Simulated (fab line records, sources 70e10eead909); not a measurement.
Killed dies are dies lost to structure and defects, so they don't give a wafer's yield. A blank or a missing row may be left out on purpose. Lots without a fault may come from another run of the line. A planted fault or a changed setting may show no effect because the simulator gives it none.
A struck lot beside a sound one | flow nand_harc | 15 steps out of a route of 1302
Sound: wafers L140.1, L140.4, L140.6. Struck: wafers L143.3, L143.4, L143.6. The cause comes at the end.
At each step with rows: each side's tool, then ch and its chambers, then its first start. Under that, the readings that differ: sound wafers | struck wafers | difference of the means | sigmas: that difference in standard deviations of wafers without a fault.
alike: readings whose means differ by less than 2 such deviations, and words and numbers that are the same on both sides. not compared: withheld readings, readings that some wafer has no value for, bounds like >300 that may hide the same value, and numbers for which the record gives no deviation and whose values overlap.
The two part at a step that has a row with sigmas, a row that says differs or no value, or rows on one side only. Numbers that don't overlap but have no deviation are shown without sigmas and don't part them. A reading that every wafer of one side lacks parts them only if that side has two wafers or more.

first, 1 step without rows for these wafers: NHARC_A_CHANNEL_HOLE_D2_SRD_30.
NHARC_A_CHANNEL_HOLE_D2_CD_MEAS_31:
  sound on cd_sem-02, day 13 06:28; struck on cd_sem-03, day 14 05:29
  alike: cd_nm
then, 1 step without rows for these wafers: NHARC_A_CHANNEL_HOLE_D2_XSEM_32.
NHARC_A_CHANNEL_HOLE_D2_INSPECT_40:
  sound on defect_inspect-01, day 13 06:39; struck on defect_inspect-02, day 14 05:40
  alike: raw_defect_count
then, 2 steps without rows for these wafers: NHARC_A_CHANNEL_FILL_D2_PRECLEAN_00 (cleans in SC1); NHARC_A_CHANNEL_FILL_D2_SRD_01.
NHARC_A_CHANNEL_FILL_D2_ALD_02: deposits SiO2, target thk 6 nm, pulse time 10 s, ald cycles 60.
  sound on ald_hk-01 ch 0,2,3, day 13 06:59; struck on ald_hk-03 ch 0,1,2, day 14 05:52
  alike: heater_power_w, precursor_pulse_height_rel
NHARC_A_CHANNEL_FILL_D2_ALD_03: deposits SiNx, target thk 6 nm, pulse time 60 s, ald cycles 58.
  sound on ald_sin_batch-02 ch 0; struck on ald_sin_batch-01 ch 0
  alike: precursor_pulse_height_rel
then, 1 step without rows for these wafers: NHARC_A_CHANNEL_FILL_D2_ALD_14 (deposits SiO2, target thk 2.5 nm, pulse time 10 s, ald cycles 25).
NHARC_A_CHANNEL_FILL_D2_ALD_15: deposits SiNx, target thk 2 nm, pulse time 60 s, ald cycles 19.
  sound on ald_sin_batch-01 ch 0; struck on ald_sin_batch-02 ch 0
  alike: precursor_pulse_height_rel
NHARC_A_CHANNEL_FILL_D2_ALD_16: deposits SiO2, target thk 1.5 nm, pulse time 10 s, ald cycles 15.
  sound on ald_hk-03 ch 0,2,3, day 13 18:14; struck on ald_hk-04 ch 0,3, day 14 16:24
  alike: heater_power_w, precursor_pulse_height_rel
then, 1 step without rows for these wafers: NHARC_A_CHANNEL_FILL_D2_ANNEAL_17 (time 1800 s).
NHARC_A_CHANNEL_FILL_D2_CVD_18: deposits poly-Si, target thk 3 nm.
  sound on lpcvd_poly-04 ch 0, day 14 04:34; struck on lpcvd_poly-04 ch 0, day 15 04:43
  alike: zone_power_bottom_pct, zone_power_upper_pct
NHARC_A_CHANNEL_FILL_D2_ETCHBACK_19: etches the open film in HBr/Cl2, target depth 5 nm, time 1.7 s.
  sound on rie_si-03 ch 1,2,3, day 14 06:38; struck on rie_si-03 ch 2,3, day 15 07:07
  alike: drypump_motor_current_A, mfc_cl2_sccm, oes_product_au, throttle_valve_pct
  not compared: rf_hours_counter_h
-- the record jumps here: 10 days lie between the struck wafers' starts before and after (it left off in module A_CHANNEL_FILL_D2 and takes up again in module END, whose first step shown is number 1302 of the route) --
NHARC_END_SORT_01:
  the record has rows for the struck wafers here (prober-02 ch 0, day 25 08:26) and none for the sound ones

WHERE THEY PART
Only at NHARC_END_SORT_01, within this record.

WHY: what the simulator had put in
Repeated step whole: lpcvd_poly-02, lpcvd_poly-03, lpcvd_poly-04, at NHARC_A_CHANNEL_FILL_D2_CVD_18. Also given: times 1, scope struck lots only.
